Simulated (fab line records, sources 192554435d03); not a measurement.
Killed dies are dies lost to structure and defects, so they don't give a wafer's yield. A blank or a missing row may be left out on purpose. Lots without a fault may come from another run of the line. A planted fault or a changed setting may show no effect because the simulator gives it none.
Tool commonality check | flow n5_finfet | 9 lots, 27 wafers sampled

WHY IT WAS OPENED
At N5_SD_ACTIVATION_RS_MEAS_03 the reading RS_SD_N is flagged on 2 of 9 lots. Wafers without a fault read 21.90 ohm/sq, standard deviation 0.27.
Rule: a lot is flagged when every wafer of it that has a number lies more than 4 standard deviations from that mean, or none has a number. The other lots count as sound.

lot  | measured    | on            | RS_SD_N (ohm/sq), wafer by wafer | flag
L695 | day 3 11:55 | film_metro-02 | 21.79 22.00 22.12                |
L700 | day 4 17:45 | film_metro-02 | 21.65 21.80 21.79                |
L702 | day 5 07:07 | film_metro-02 | 21.98 21.75 21.60                |
L705 | day 6 02:20 | film_metro-01 | 22.06 21.89 21.62                |
L707 | day 6 10:56 | film_metro-01 | 27.76 27.44 28.16                | FLAGGED
L708 | day 6 17:24 | film_metro-01 | 27.84 28.21 28.02                | FLAGGED
L712 | day 7 13:44 | film_metro-02 | 22.11 21.85 22.23                |
L715 | day 8 10:50 | film_metro-02 | 22.08 22.03 22.17                |
L718 | day 9 04:57 | film_metro-01 | 21.99 21.98 22.11                |
The numbers of the flagged lots are 27.91 ohm/sq on average: +6.01 ohm/sq against the usual, or +22 standard deviations.

WHICH TOOL RAN EACH LOT
The record holds 2 process steps before the reading, out of a route of 1938 steps. In each cell: the tool, then ch and the chambers that the sampled wafers went through, then the start.
lot  | flag    | N5_SD_EPI_P_ETCH_36               | N5_SD_ACTIVATION_LSA_01
L695 |         | rie_diel-03 ch 1,2, day 3 06:55   | laser_anneal-02 ch 0, day 3 11:43
L700 |         | rie_diel-04 ch 0,1, day 4 13:25   | laser_anneal-01 ch 0, day 4 17:34
L702 |         | rie_diel-03 ch 0,1,3, day 5 02:53 | laser_anneal-01 ch 0, day 5 06:55
L705 |         | rie_diel-05 ch 0,1,3, day 5 20:16 | laser_anneal-02 ch 0, day 6 02:08
L707 | FLAGGED | rie_diel-04 ch 1,2, day 6 05:59   | laser_anneal-01 ch 0, day 6 10:44
L708 | FLAGGED | rie_diel-05 ch 0,1,3, day 6 12:23 | laser_anneal-01 ch 0, day 6 17:12
L712 |         | rie_diel-03 ch 1,3, day 7 09:37   | laser_anneal-02 ch 0, day 7 13:32
L715 |         | rie_diel-04 ch 0,1,2, day 8 05:48 | laser_anneal-02 ch 0, day 8 10:38
L718 |         | rie_diel-04 ch 0,1, day 9 00:47   | laser_anneal-02 ch 0, day 9 04:46
What these steps do:
- N5_SD_EPI_P_ETCH_36: etches SiARC in CF4, target depth 45.5 nm, time 75.8 s.
- N5_SD_ACTIVATION_LSA_01: time 0.0008 s.
- N5_SD_ACTIVATION_RS_MEAS_03: measures by four-point-probe.

FLAGGED OVER TOTAL, TOOL BY TOOL (the gauges that took the reading come last)
step                        | tool            | lots run | flagged | share of the flagged lots | sound lots run after its first flagged lot
N5_SD_EPI_P_ETCH_36         | rie_diel-03     | 3        | 0       | none                      | -
N5_SD_EPI_P_ETCH_36         | rie_diel-04     | 4        | 1       | some                      | 2 (L715,L718)
N5_SD_EPI_P_ETCH_36         | rie_diel-05     | 2        | 1       | some                      | 0
N5_SD_ACTIVATION_LSA_01     | laser_anneal-01 | 4        | 2       | all                       | 0
N5_SD_ACTIVATION_LSA_01     | laser_anneal-02 | 5        | 0       | none                      | -
N5_SD_ACTIVATION_RS_MEAS_03 | film_metro-01   | 4        | 2       | all                       | 1 (L718)
N5_SD_ACTIVATION_RS_MEAS_03 | film_metro-02   | 5        | 0       | none                      | -

WHAT THE TABLE ALLOWS
2 rows of the table ran every flagged lot: laser_anneal-01 at N5_SD_ACTIVATION_LSA_01, film_metro-01 at N5_SD_ACTIVATION_RS_MEAS_03.
- laser_anneal-01 at N5_SD_ACTIVATION_LSA_01: 2 of its 4 lots flagged. Its last sound lot is L702 (day 5 06:55), its first flagged lot L707 (day 6 10:44): a fault that began between those two fits. Its own readings lie more than 4 standard deviations out on every wafer of the flagged lots: wafer_temp_C_max.
- film_metro-01 at N5_SD_ACTIVATION_RS_MEAS_03: 2 of its 4 lots flagged. Sound lots ran on it after the first flagged one (L718), which a lasting fault on the whole tool wouldn't allow.
One tool is left: laser_anneal-01 at N5_SD_ACTIVATION_LSA_01.

WHAT THE SIMULATOR HAD PUT IN
Process parameter drift: laser_anneal-01, from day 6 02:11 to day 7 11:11, at N5_SD_ACTIVATION_LSA_01. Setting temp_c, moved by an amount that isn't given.
Lots struck among those shown: L707, L708. The rule above found the same.
